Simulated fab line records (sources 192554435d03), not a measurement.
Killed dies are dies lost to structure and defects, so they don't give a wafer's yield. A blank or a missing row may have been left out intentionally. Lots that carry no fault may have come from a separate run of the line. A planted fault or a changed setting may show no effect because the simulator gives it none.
The tool behind it: which one? | flow n5Finfet | Sampling: 24 lots, 72 wafers, 2 of 1938 route steps

WHAT THE GAUGES READ, wafer by wafer
N5_BEOL_M5_THK_MEAS_53: measures by xrf. Usual: M5_THK gives 61.5 nm (standard deviation 1.6).
lot  | measured     | on           | M5_THK (nm)    | flag
L074 | day 8 17:17  | filmMetro-02 | 61.0 61.8 62.2 | 
L075 | day 8 23:01  | filmMetro-02 | 63.4 61.8 64.5 | 
L076 | day 9 09:52  | filmMetro-02 | 63.6 63.6 63.7 | 
L077 | day 9 12:30  | filmMetro-01 | 60.8 61.7 60.5 | 
L078 | day 9 18:39  | filmMetro-01 | 62.5 61.6 61.6 | 
L079 | day 10 11:39 | filmMetro-01 | 60.9 62.1 61.0 | 
L081 | day 10 14:38 | filmMetro-02 | 64.0 61.7 62.9 | 
L080 | day 10 15:52 | filmMetro-02 | 65.2 60.5 61.3 | 
L082 | day 10 18:26 | filmMetro-01 | 60.9 61.7 61.9 | 
L083 | day 11 00:04 | filmMetro-01 | 61.0 59.2 60.3 | 
L084 | day 11 07:45 | filmMetro-01 | 61.1 63.3 60.6 | 
L085 | day 11 17:11 | filmMetro-02 | 62.7 61.3 64.5 | 
L086 | day 11 20:08 | filmMetro-01 | 59.4 61.3 63.8 | 
L087 | day 11 21:08 | filmMetro-02 | 59.0 63.1 60.3 | 
L089 | day 13 02:40 | filmMetro-01 | 62.3 60.1 59.8 | 
L088 | day 13 02:49 | filmMetro-02 | 62.7 61.0 62.2 | 
L090 | day 13 03:44 | filmMetro-01 | 58.5 59.3 57.3 | 
L093 | day 13 09:17 | filmMetro-02 | 64.6 61.8 62.9 | 
L091 | day 13 10:01 | filmMetro-01 | 63.4 61.1 61.6 | 
L094 | day 14 09:07 | filmMetro-02 | 65.1 59.6 62.5 | 
L096 | day 14 12:35 | filmMetro-01 | 62.7 60.7 59.7 | 
L095 | day 14 20:48 | filmMetro-01 | 60.2 62.8 61.1 | 
L092 | day 14 19:02 | filmMetro-01 | 64.3 58.7 62.7 | 
L097 | day 15 04:09 | filmMetro-01 | 62.8 64.5 61.4 | 

TOOL THAT RAN EACH LOT (tool first, then ch and the chambers of the sampled wafers, then the start)
lot  | N5_BEOL_M5_ANNEAL_89
L074 | pvdSputter-03, day 8 15:28
L075 | pvdSputter-01, day 8 21:02
L076 | pvdSputter-02, day 9 08:04
L077 | pvdSputter-01, day 9 10:41
L078 | pvdSputter-02, day 9 16:50
L079 | pvdSputter-03, day 10 09:49
L081 | pvdSputter-01, day 10 12:50
L080 | pvdSputter-02, day 10 13:45
L082 | pvdSputter-03, day 10 16:37
L083 | pvdSputter-01, day 10 22:16
L084 | pvdSputter-01, day 11 05:34
L085 | pvdSputter-01, day 11 14:38
L086 | pvdSputter-02, day 11 18:03
L087 | pvdSputter-03, day 11 19:03
L089 | pvdSputter-03, day 13 00:52
L088 | pvdSputter-01, day 13 01:01
L090 | pvdSputter-02, day 13 01:55
L093 | pvdSputter-01, day 13 06:56
L091 | pvdSputter-03, day 13 07:29
L094 | pvdSputter-03, day 14 07:19
L096 | pvdSputter-02, day 14 10:46
L095 | pvdSputter-02, day 14 16:29
L092 | pvdSputter-03, day 14 17:14
L097 | pvdSputter-03, day 15 02:21
- N5_BEOL_M5_ANNEAL_89: time 1800 s.

WHAT THE TOOLS THEMSELVES READ (means of the sampled wafers that have a number; where no wafer has one, the mark that the record gives instead)
N5_BEOL_M5_ANNEAL_89. Usual: heaterPowerW 825 W, standard deviation 81; susceptor_temp_C_max 400.9, standard deviation 0.34.
lot  | tool          | heaterPowerW (W) | susceptor_temp_C_max | flag
L074 | pvdSputter-03 | 799              | 401.0                | 
L075 | pvdSputter-01 | 862              | 401.2                | 
L076 | pvdSputter-02 | 781              | 401.2                | 
L077 | pvdSputter-01 | 787              | 400.8                | 
L078 | pvdSputter-02 | 770              | 400.8                | 
L079 | pvdSputter-03 | 852              | 400.7                | 
L081 | pvdSputter-01 | 839              | 400.9                | 
L080 | pvdSputter-02 | 771              | 401.1                | 
L082 | pvdSputter-03 | 816              | 400.7                | 
L083 | pvdSputter-01 | 826              | 401.2                | 
L084 | pvdSputter-01 | 779              | 400.7                | 
L085 | pvdSputter-01 | 824              | 401.0                | 
L086 | pvdSputter-02 | 801              | 401.0                | 
L087 | pvdSputter-03 | 887              | 401.1                | 
L089 | pvdSputter-03 | 905              | 401.0                | 
L088 | pvdSputter-01 | 800              | 400.5                | 
L090 | pvdSputter-02 | 827              | 400.8                | 
L093 | pvdSputter-01 | 824              | 401.1                | 
L091 | pvdSputter-03 | 848              | 400.9                | 
L094 | pvdSputter-03 | 860              | 400.9                | 
L096 | pvdSputter-02 | 822              | 400.7                | 
L095 | pvdSputter-02 | 842              | 400.9                | 
L092 | pvdSputter-03 | 901              | 401.0                | 
L097 | pvdSputter-03 | 803              | 400.8                | 

THE ANSWER, worked out from the rows above alone
Rule: a lot is off if the mean of its wafers that have a number lies more than 3 standard deviations from the usual mean. Also off: a lot with no number at a reading for which 4 or more lots have one. All remaining lots with rows at the step are treated as sound. The gauges are gone through in route order, then the tools' own readings, and for those a lot's mean is taken as printed above. At the first step where some lot is off, the reading lying furthest off is the one used; lots without a number count as furthest.
Nothing can be told from this: no lot is off at any reading shown.

WHAT WAS PUT IN BY THE SIMULATOR
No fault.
